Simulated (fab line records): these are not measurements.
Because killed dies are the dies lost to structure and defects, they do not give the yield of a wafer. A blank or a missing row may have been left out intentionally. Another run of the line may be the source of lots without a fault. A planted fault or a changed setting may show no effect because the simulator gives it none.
Which tool was responsible? || flow n5_finfet || 11 lots with 32 wafers sampled at 2 steps, on a route of 1938 steps

== WHAT THE GAUGES SHOWED, per wafer ==
N5_BEOL_M7_CD_MEAS_28 targets a cd of 40 nm.
{"lot": "L460", "measured": "day 10 02:25", "on": "cd_sem-02", "cd_nm (nm)": "40.01 39.19 40.01"}
{"lot": "L459", "measured": "day 10 02:56", "on": "cd_sem-02", "cd_nm (nm)": "40.21 39.98 39.83"}
{"lot": "L461", "measured": "day 10 08:10", "on": "cd_sem-02", "cd_nm (nm)": "39.76 40.39 40.05"}
{"lot": "L463", "measured": "day 10 09:27", "on": "cd_sem-01", "cd_nm (nm)": "39.84 40.19 39.93"}
{"lot": "L464", "measured": "day 10 14:04", "on": "cd_sem-02", "cd_nm (nm)": "40.12 40.02 40.03"}
{"lot": "L467", "measured": "day 12 02:04", "on": "cd_sem-01", "cd_nm (nm)": "39.95 40.30 39.81"}
{"lot": "L468", "measured": "day 12 04:27", "on": "cd_sem-01", "cd_nm (nm)": "39.74 39.98 39.80"}
{"lot": "L470", "measured": "day 12 10:31", "on": "cd_sem-02", "cd_nm (nm)": "40.49 40.07"}
{"lot": "L472", "measured": "day 13 01:13", "on": "cd_sem-02", "cd_nm (nm)": "39.94 40.24 40.00"}
{"lot": "L477", "measured": "day 14 08:26", "on": "cd_sem-03", "cd_nm (nm)": "39.67 40.30 40.13"}
{"lot": "L478", "measured": "day 14 11:16", "on": "cd_sem-02", "cd_nm (nm)": "39.90 40.18 39.91"}

== WHAT TOOL EACH LOT RAN ON (gives the tool, then ch and the chambers of the sampled wafers, and finally the start) ==
{"lot": "L460", "N5_BEOL_M7_STRIP_67": "rie_diel-02 ch 0,3, day 10 01:46"}
{"lot": "L459", "N5_BEOL_M7_STRIP_67": "rie_diel-02 ch 0,1,2, day 10 02:17"}
{"lot": "L461", "N5_BEOL_M7_STRIP_67": "rie_diel-03 ch 0,3, day 10 07:38"}
{"lot": "L463", "N5_BEOL_M7_STRIP_67": "rie_diel-03 ch 1,2,3, day 10 08:55"}
{"lot": "L464", "N5_BEOL_M7_STRIP_67": "rie_diel-02 ch 1,2, day 10 13:22"}
{"lot": "L467", "N5_BEOL_M7_STRIP_67": "rie_diel-02 ch 1,3, day 12 00:55"}
{"lot": "L468", "N5_BEOL_M7_STRIP_67": "rie_diel-01 ch 0,1,2, day 12 03:45"}
{"lot": "L470", "N5_BEOL_M7_STRIP_67": "rie_diel-01 ch 3, day 12 07:23"}
{"lot": "L472", "N5_BEOL_M7_STRIP_67": "rie_diel-01 ch 0,2,3, day 12 23:40"}
{"lot": "L477", "N5_BEOL_M7_STRIP_67": "rie_diel-03 ch 1,2, day 14 03:41"}
{"lot": "L478", "N5_BEOL_M7_STRIP_67": "rie_diel-03 ch 2,3, day 14 10:37"}
- N5_BEOL_M7_STRIP_67: strips in CF4.

== THE ANSWER, worked out from the rows above alone ==
Rule: what is usual is taken from the lots themselves. Put in order of their means at a reading, lots are off if they are a third of the lots or fewer, leave a main group of 4 or more, and stand apart from it by a gap of 3 or more times the standard deviation of the main group's means; of several such gaps the widest counts. Not used: any main group whose means are identical at the precision the tables above print for the reading. Also off: a lot with no number at a reading for which 4 or more lots have one. All remaining lots with rows at the step are treated as sound.
Nothing can be told from this: no lot is off at any reading shown.

== WHAT WAS PUT IN BY THE SIMULATOR ==
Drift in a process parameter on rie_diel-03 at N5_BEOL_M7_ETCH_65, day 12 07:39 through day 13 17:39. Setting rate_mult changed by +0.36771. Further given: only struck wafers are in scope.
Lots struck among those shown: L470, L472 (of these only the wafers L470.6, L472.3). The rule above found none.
